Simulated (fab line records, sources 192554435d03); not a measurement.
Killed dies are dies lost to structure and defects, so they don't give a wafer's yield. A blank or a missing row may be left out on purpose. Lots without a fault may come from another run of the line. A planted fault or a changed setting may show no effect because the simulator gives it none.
Problem report in the 8D (eight disciplines) form, filled by code | flow n5_finfet | the parts of the form that need people (team, actions taken, sign-off) are left out

1. THE PROBLEM
killed_at_M4_up at N5_PASSIVATION_PROBE_49 reads a mean of 86 on 6 wafers of 2 lots; wafers without a fault read 13 with a standard deviation of 5.4. That is +13 standard deviations from the usual mean.
First seen on wafer L171.1, day 15 09:25, on prober-02. The record holds 6 wafers of 2 lots with a number at this step. Rule for "out", or "out of limits": more than 4 standard deviations from the usual mean. The other wafers with a number count as sound.

2. WHAT IT IS AND WHAT IT IS NOT
question                    | is                     | is not
which readings at this step | killed_at_M4_up        | killed_at_contacts, killed_at_other, sort_bin_8_speed
which lots                  | L170, L171             | -
which wafers of those lots  | all that have a number | -
read on which tools         | prober-01, prober-02   | -
when                        | from day 15 09:25      | up to then (0 sound wafers)

3. SUSPECTS, AND WHAT RULES EACH OUT
Counting: a tool at a process step up to the reading stays a suspect if it ran every lot that is out and no sound lot after the first of them.
- rie_diel-04 at N5_BEOL_M9_STRIP_36 (strips in N2/H2): kept. It ran every lot that is out, first L171 (day 12 18:34), and no sound lot after that.
Left after counting: rie_diel-04 at N5_BEOL_M9_STRIP_36.

4. THE CAUSE (what the simulator had put in)
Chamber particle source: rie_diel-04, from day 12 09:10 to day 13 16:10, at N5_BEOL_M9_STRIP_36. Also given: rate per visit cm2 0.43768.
Counting left only this tool.

5. THE CHAIN OF EFFECTS, in route order
Each row: a reading whose mean over the struck wafers that have a number lies more than 3 standard deviations from the usual. Only readings for which the record gives a usual standard deviation are gone through. hours: the time from each lot's start at the first step in this table that gives one to its start at this step, as a median over the lots. sigmas: the change in usual standard deviations.
hours | step                    | reading              | usual  | on struck wafers | change | sigmas
0     | N5_PASSIVATION_PROBE_49 | defect_limited_yield | 91.3 % | 86.2             | -5.1   | -3.7
0     | N5_PASSIVATION_PROBE_49 | killed_at_M4_up      | 13     | 86               | +73    | +13
0     | N5_PASSIVATION_PROBE_49 | killed_dies          | 103    | 163              | +60    | +3.8
0     | N5_PASSIVATION_PROBE_49 | sort_bin_5_function  | 5.1 %  | 8.9              | +3.8   | +4.1
0     | N5_PASSIVATION_PROBE_49 | sort_n_pass          | 1077   | 1017             | -60    | -3.5
0     | N5_PASSIVATION_PROBE_49 | sort_yield_pct       | 91.2 % | 86.2             | -5.0   | -3.6
The process steps in it:
- N5_PASSIVATION_PROBE_49

6. WHAT WOULD HAVE CAUGHT IT SOONER
In this record the first reading out of limits was taken at day 15 09:25, 72 hours after the fault began at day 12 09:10.
Of the tool readings at N5_BEOL_M9_STRIP_36 for which the record gives a usual standard deviation, none was out on any struck wafer, so an alarm limit of 4 standard deviations on them would not have fired.
All the lots that are out (2) had begun N5_BEOL_M9_STRIP_36 on rie_diel-04 by day 15 09:25. A hold on the tool at that time would have spared none of them.
